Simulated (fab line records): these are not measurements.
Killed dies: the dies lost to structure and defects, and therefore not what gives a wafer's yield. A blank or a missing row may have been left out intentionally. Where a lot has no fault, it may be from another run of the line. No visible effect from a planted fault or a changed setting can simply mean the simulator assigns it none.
A struck lot beside a sound one || flow n5Finfet || 27 steps out of a route of 1938
Sound: the wafers L786.1, L786.4, L786.5. Struck: wafer L808.3 (left out: L808.5, L808.6 of the same lot, which were not struck); the cause appears at the end.
Order at every step that has rows: each side's tool, ch and its chambers, its first start. Under that, the readings that differ: sound wafers || struck wafers || difference of the means || sigmas: that difference in standard deviations of wafers without a fault.
alike: readings with means less than 2 such deviations apart, plus words and numbers identical on both sides. not compared: withheld readings, readings lacking a value on some wafer, bounds such as >300 that could conceal the same value, and numbers that have no deviation in the record and whose values overlap.
The two part at a step that has a row with sigmas, a row that says differs or no value, or rows on one side only. Numbers that have no deviation but don't overlap get no sigmas and don't part them. A reading that every wafer of one side lacks parts them only if that side has two wafers or more.

N5_DUMMY_REMOVAL_HM_STRIP_01: strips SiNx in CH3F/O2, stops on poly-Si, target depth 4 nm, time 6.8 s.
  sound on rieDiel-06 ch 0,2,3, day 4 00:19; struck on rieDiel-03 ch 1, day 9 16:08
  alike: drypumpMotorCurrentA, oesProductAu, rfVppV, showerheadPlenumPTorr, throttleValvePct
  not compared: rfHoursCounterH
then, 3 steps without rows for these wafers: N5_DUMMY_REMOVAL_STRIP_10 (strips in N2/H2, time 40 s); N5_DUMMY_REMOVAL_PRECLEAN_07 (cleans in dHF, time 30 s); N5_DUMMY_REMOVAL_DUMMY_REMOVE_02 (chemistry TMAH, target poly-Si, stops on SiO2, target depth 142 nm, time 57 s, rinse time 30 s).
N5_DUMMY_REMOVAL_INSPECT_06: inspects for defects (brightfield).
  sound: defectInspect-02 at day 4 00:31; struck: defectInspect-02 at day 9 16:20
  alike: rawDefectCount
then, 4 steps without rows for these wafers: N5_DUMMY_REMOVAL_PRECLEAN_08 (cleans in NF3:NH3, afs cycles 2, time 20 s, sublimation time 60 s); N5_DUMMY_REMOVAL_PRECLEAN_04 (cleans in DHF, time 37 s); N5_DUMMY_REMOVAL_SRD_05 (time 30 s); N5_HKMG_FIN_IL_REGROW_00 (material SiO2, chemistry O3, target thk 0.75 nm, time 30 s).
N5_HKMG_FIN_HK_ALD_01: deposits HfO2, target thk 1.6 nm, pulse time 3 s, purge time 3 s.
  sound on aldHk-01 ch 0,3, day 4 00:53; struck on aldHk-03 ch 0, day 9 16:41
  alike: precursorPulseHeightRel
N5_HKMG_FIN_HK_ANNEAL_02: time 30 s.
  sound on rtpAnneal-01 ch 0, day 4 01:04; struck on rtpAnneal-02 ch 0, day 9 16:56
  alike: lampPowerPct, lamp_zone_5_pct, wafer_temp_C_max
N5_HKMG_FIN_ALD_74: deposits La2O3, target thk 0.5 nm, pulse time 6 s, co reactant pulse time 1 s.
  sound on aldHk-03 ch 0,1,3, day 4 01:17; struck on aldHk-02 ch 3, day 9 17:05
  alike: heaterPowerW, precursorPulseHeightRel
N5_HKMG_FIN_ALD_75: deposits Al2O3, target thk 1 nm, co reactant pulse time 1 s.
  sound on aldHk-03 ch 0,1,3, day 4 01:22; struck on aldHk-02 ch 3, day 9 17:10
{"reading": "precursorPulseHeightRel", "sound": "1.000 0.996 0.994", "struck": 1.049, "difference": "+0.052", "sigmas": "+2"}
  alike: heaterPowerW
then, 8 steps without rows for these wafers: N5_HKMG_FIN_COAT_41 (time 60 s, resist thk 300 nm); N5_HKMG_FIN_COAT_42 (time 60 s, resist thk 35 nm); N5_HKMG_FIN_COAT_43 (resist thk 90 nm); N5_HKMG_FIN_EBR_45; N5_HKMG_FIN_SOFTBAKE_44 (time 60 s); N5_HKMG_FIN_EXPOSE_46 (exposes mask NDIPOLE); N5_HKMG_FIN_PEB_47 (peb time 60 s); N5_HKMG_FIN_DEVELOP_48 (develop time 30 s).
N5_HKMG_FIN_CD_MEAS_49: target cd 202 nm.
  sound on cdSem-01 ch 0, day 4 01:50; struck on cdSem-01 ch 0, day 9 17:38
  alike: cdNm
N5_HKMG_FIN_OVL_MEAS_50:
  sound on overlay-02 ch 0, day 4 01:52; struck on overlay-02 ch 0, day 9 17:40
  alike: NDIPOLE_OVL
N5_HKMG_FIN_INSPECT_61: inspects for defects (macro).
  sound: defectInspect-01 at day 4 01:53; struck: defectInspect-02 at day 9 17:41
{"reading": "rawDefectCount", "sound": "3 0 2", "struck": ">300", "difference": "differs", "sigmas": ""}
N5_HKMG_FIN_DESCUM_53: chemistry O2, time 7.9 s.
  sound on rieDiel-02 ch 1,2,3, day 4 01:58; struck on rieDiel-05 ch 0, day 9 17:43
  alike: drypumpMotorCurrentA, oesProductAu, rfVppV, showerheadPlenumPTorr, throttleValvePct
  not compared: rfHoursCounterH
-- record jumps: 4 days separate the struck wafers' starts on either side; left off in module HKMG_FIN, taken up again in module BEOL_M4, whose first shown step is the route's number 1111 --
N5_BEOL_M4_RC_MEAS_101:
  sound on prober-02 ch 0, day 7 17:49; struck on prober-01 ch 0, day 13 15:35
  alike: DIBL_N, DIBL_P, IOFF_N, IOFF_P, ION_N, ION_P, SS_N, SS_P, VT_N, VT_P
-- the record jumps here: 4 days lie between the struck wafers' starts before and after (it left off in module BEOL_M4 and takes up again in module PASSIVATION, whose first step shown is number 1936 of the route) --
N5_PASSIVATION_PROBE_49:
  sound: prober-01 at day 11 22:40; struck: prober-02 at day 17 19:21
{"reading": "defectLimitedYield (%)", "sound": "91.8 94.1 93.4", "struck": 83.2, "difference": -9.9, "sigmas": -7}
{"reading": "killed_at_M0_to_M3", "sound": "32 26 17", "struck": 64, "difference": "+39", "sigmas": "+4"}
{"reading": "killedAtFrontEnd", "sound": "32 28 24", "struck": 101, "difference": "+73", "sigmas": "+7"}
{"reading": "killedDies", "sound": "97 70 78", "struck": 198, "difference": "+116", "sigmas": "+6"}
{"reading": "killedOnRim", "sound": "12 7 10", "struck": 32, "difference": "+22", "sigmas": "+6"}
{"reading": "killedOpen", "sound": "64 41 44", "struck": 96, "difference": "+46", "sigmas": "+3"}
{"reading": "sort_bin_5_function (%)", "sound": "4.2 3.4 3.5", "struck": 9.2, "difference": "+5.5", "sigmas": "+6"}
{"reading": "sort_bin_6_memory (%)", "sound": "3.6 2.3 3.1", "struck": 5.3, "difference": "+2.3", "sigmas": "+3"}
{"reading": "sortNPass", "sound": "1083 1110 1102", "struck": 982, "difference": -116, "sigmas": -6}
{"reading": "sortYieldPct (%)", "sound": "91.8 94.1 93.4", "struck": 83.2, "difference": -9.9, "sigmas": -7}
  alike: killed_at_M4_up, killedAtContacts, killedAtOther, killedShort, sort_bin_8_speed

## WHERE THEY PART
At N5_HKMG_FIN_ALD_75 first; at N5_PASSIVATION_PROBE_49 last (within this record only).

WHY: whatever the simulator had introduced
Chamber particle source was aldHk-02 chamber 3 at N5_HKMG_FIN_ALD_75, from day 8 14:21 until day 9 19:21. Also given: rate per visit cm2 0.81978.
